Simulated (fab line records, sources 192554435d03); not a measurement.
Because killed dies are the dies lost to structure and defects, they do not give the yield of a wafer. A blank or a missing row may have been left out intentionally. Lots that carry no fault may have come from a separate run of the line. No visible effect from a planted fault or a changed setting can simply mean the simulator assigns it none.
Chamber matching / flow n5 finfet / N5_GATE_CUT_ETCH_58 on rie diel-04 has 4 sister chambers
The step etches SiNx in CH3F/O2, target depth 17 nm, time 128.6 s. 14 wafers are shown with their chamber, then 7 later ones without.

## WAFERS WITH THEIR CHAMBER
wafer=L074.1; chamber=0; showerhead plenum p Torr (Torr)=2.08; throttle valve pct (%)=16.35; oes product au (a.u.)=0.75
wafer=L074.3; chamber=2; showerhead plenum p Torr (Torr)=1.91; throttle valve pct (%)=16.06; oes product au (a.u.)=0.75
wafer=L074.5; chamber=1; showerhead plenum p Torr (Torr)=2.06; throttle valve pct (%)=16.22; oes product au (a.u.)=0.94
wafer=L082.2; chamber=1; showerhead plenum p Torr (Torr)=2.05; throttle valve pct (%)=16.24; oes product au (a.u.)=0.91
wafer=L082.4; chamber=2; showerhead plenum p Torr (Torr)=1.91; throttle valve pct (%)=16.10; oes product au (a.u.)=0.75
wafer=L082.5; chamber=1; showerhead plenum p Torr (Torr)=2.05; throttle valve pct (%)=16.23; oes product au (a.u.)=0.92
wafer=L084.1; chamber=0; showerhead plenum p Torr (Torr)=2.08; throttle valve pct (%)=16.39; oes product au (a.u.)=0.74
wafer=L084.2; chamber=2; showerhead plenum p Torr (Torr)=1.91; throttle valve pct (%)=16.11; oes product au (a.u.)=0.73
wafer=L084.4; chamber=3; showerhead plenum p Torr (Torr)=1.92; throttle valve pct (%)=16.01; oes product au (a.u.)=0.81
wafer=L085.2; chamber=0; showerhead plenum p Torr (Torr)=2.08; throttle valve pct (%)=16.40; oes product au (a.u.)=0.75
wafer=L085.3; chamber=3; showerhead plenum p Torr (Torr)=1.92; throttle valve pct (%)=16.01; oes product au (a.u.)=0.82
wafer=L085.6; chamber=0; showerhead plenum p Torr (Torr)=2.08; throttle valve pct (%)=16.37; oes product au (a.u.)=0.73
wafer=L086.2; chamber=1; showerhead plenum p Torr (Torr)=2.05; throttle valve pct (%)=16.25; oes product au (a.u.)=0.89
wafer=L086.4; chamber=2; showerhead plenum p Torr (Torr)=1.91; throttle valve pct (%)=16.11; oes product au (a.u.)=0.73

SIGNATURES (averages over the wafers above)
reading=showerhead plenum p Torr; chamber 0=2.0800; chamber 1=2.0525; chamber 2=1.9100; chamber 3=1.9200; scatter within a chamber=0.00274
reading=throttle valve pct; chamber 0=16.3775; chamber 1=16.2350; chamber 2=16.0950; chamber 3=16.0100; scatter within a chamber=0.0192
reading=oes product au; chamber 0=0.7425; chamber 1=0.9150; chamber 2=0.7400; chamber 3=0.8150; scatter within a chamber=0.0142
Rule: distance of a wafer from a chamber = root of the sum over the readings of ((wafer's reading minus chamber's mean) / reading's scatter) squared. The wafer belongs to the nearest chamber; if the next one is less than 2 further off, it can't be placed. How the scatter is found: for the shown wafers, subtract from each reading the mean of its chamber, square and add these, divide the total by (wafers less chambers), then take the root.

## WAFERS MISSING THEIR CHAMBER
wafer=L086.5; showerhead plenum p Torr (Torr)=1.91; throttle valve pct (%)=16.12; oes product au (a.u.)=0.73
wafer=L089.2; showerhead plenum p Torr (Torr)=1.92; throttle valve pct (%)=16.03; oes product au (a.u.)=0.81
wafer=L089.5; showerhead plenum p Torr (Torr)=1.90; throttle valve pct (%)=16.12; oes product au (a.u.)=0.73
wafer=L089.6; showerhead plenum p Torr (Torr)=2.05; throttle valve pct (%)=16.25; oes product au (a.u.)=0.88
wafer=L091.2; showerhead plenum p Torr (Torr)=1.90; throttle valve pct (%)=16.14; oes product au (a.u.)=0.72
wafer=L091.5; showerhead plenum p Torr (Torr)=2.05; throttle valve pct (%)=16.25; oes product au (a.u.)=0.87
wafer=L091.6; showerhead plenum p Torr (Torr)=1.90; throttle valve pct (%)=16.15; oes product au (a.u.)=0.73

## WHICH CHAMBER EACH WENT THROUGH
wafer=L086.5; from the rows above=2; in truth=2
wafer=L089.2; from the rows above=3; in truth=3
wafer=L089.5; from the rows above=2; in truth=2
wafer=L089.6; from the rows above=1; in truth=1
wafer=L091.2; from the rows above=2; in truth=2
wafer=L091.5; from the rows above=1; in truth=1
wafer=L091.6; from the rows above=2; in truth=2
Correctly placed: 7 of 7. From these rows, 0 cannot be placed. 0 placed wrongly.
